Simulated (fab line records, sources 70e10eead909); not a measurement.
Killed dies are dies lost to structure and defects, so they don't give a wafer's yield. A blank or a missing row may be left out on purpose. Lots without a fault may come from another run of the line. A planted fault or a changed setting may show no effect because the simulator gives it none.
Problem report in the 8D (eight disciplines) form, filled by code | flow nand_harc | the parts of the form that need people (team, actions taken, sign-off) are left out

1. THE PROBLEM
thk_nm at NHARC_A_ONON_D2_THK_MEAS_08 reads a mean of 1665 nm on 6 wafers of 2 lots; wafers without a fault read 1003 nm with a standard deviation of 10. That is +66 standard deviations from the usual mean.
The step: measures by ellipsometry.
First seen on wafer L753.1, day 16 07:56, on film_metro-01. The record holds 33 wafers of 11 lots with a number at this step. Rule for "out", or "out of limits": more than 4 standard deviations from the usual mean. The other wafers with a number count as sound.

2. WHAT IT IS AND WHAT IT IS NOT
question                    | is                     | is not
which readings at this step | thk_nm                 | -
which lots                  | L753, L755             | L746, L749, L750, L756, L760, L761, L763, L765, L767
which wafers of those lots  | all that have a number | -
read on which gauges        | film_metro-01          | film_metro-02
when                        | from day 16 07:56      | up to then (9 sound wafers); but 18 sound wafers of L756, L760, L761, L763, L765, L767 came after

3. SUSPECTS, AND WHAT RULES EACH OUT
Counting: a tool at a process step up to the reading stays a suspect if it ran every lot that is out and no sound lot after the first of them.
- the gauge at NHARC_A_ONON_D2_THK_MEAS_08: ruled out. All the wafers that are out were read on film_metro-01, but those of them that NHARC_END_SORT_01 has rows for are out there too, on other tools.
- pecvd_onon-04 at NHARC_A_ONON_D2_DEP_06 (target thk 1000 nm): ruled out as a lasting fault. Sound lots L761, L763, L765 ran on it after its first lot that is out, L753 (day 16 07:25).
Left after counting: nothing in the record.

4. THE CAUSE (what the simulator had put in)
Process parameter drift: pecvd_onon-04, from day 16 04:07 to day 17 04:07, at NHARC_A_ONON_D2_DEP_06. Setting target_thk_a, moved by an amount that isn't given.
Counting ruled it out, wrongly: the rule takes a fault to strike every lot that its tool runs from its start on, and this one did not.

5. THE CHAIN OF EFFECTS, in route order
Each row: a reading whose mean over the struck wafers that have a number lies more than 3 standard deviations from the usual. Only readings for which the record gives a usual standard deviation are gone through. hours: the time from each lot's start at the first step in this table that gives one to its start at this step, as a median over the lots. sigmas: the change in usual standard deviations.
hours | step                        | reading         | usual   | on struck wafers | change | sigmas
0     | NHARC_A_ONON_D2_THK_MEAS_08 | thk_nm          | 1003 nm | 1665             | +662   | +66
288   | NHARC_END_SORT_01           | killed_at_array | 46      | 675              | +629   | +39
288   | NHARC_END_SORT_01           | killed_dies     | 51      | 677              | +626   | +37

6. WHAT WOULD HAVE CAUGHT IT SOONER
In this record the first reading out of limits at a measuring or inspecting step was taken at day 16 07:56, 4 hours after the fault began at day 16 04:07.
Of the tool readings at NHARC_A_ONON_D2_DEP_06 for which the record gives a usual standard deviation, none was out on any struck wafer, so an alarm limit of 4 standard deviations on them would not have fired.
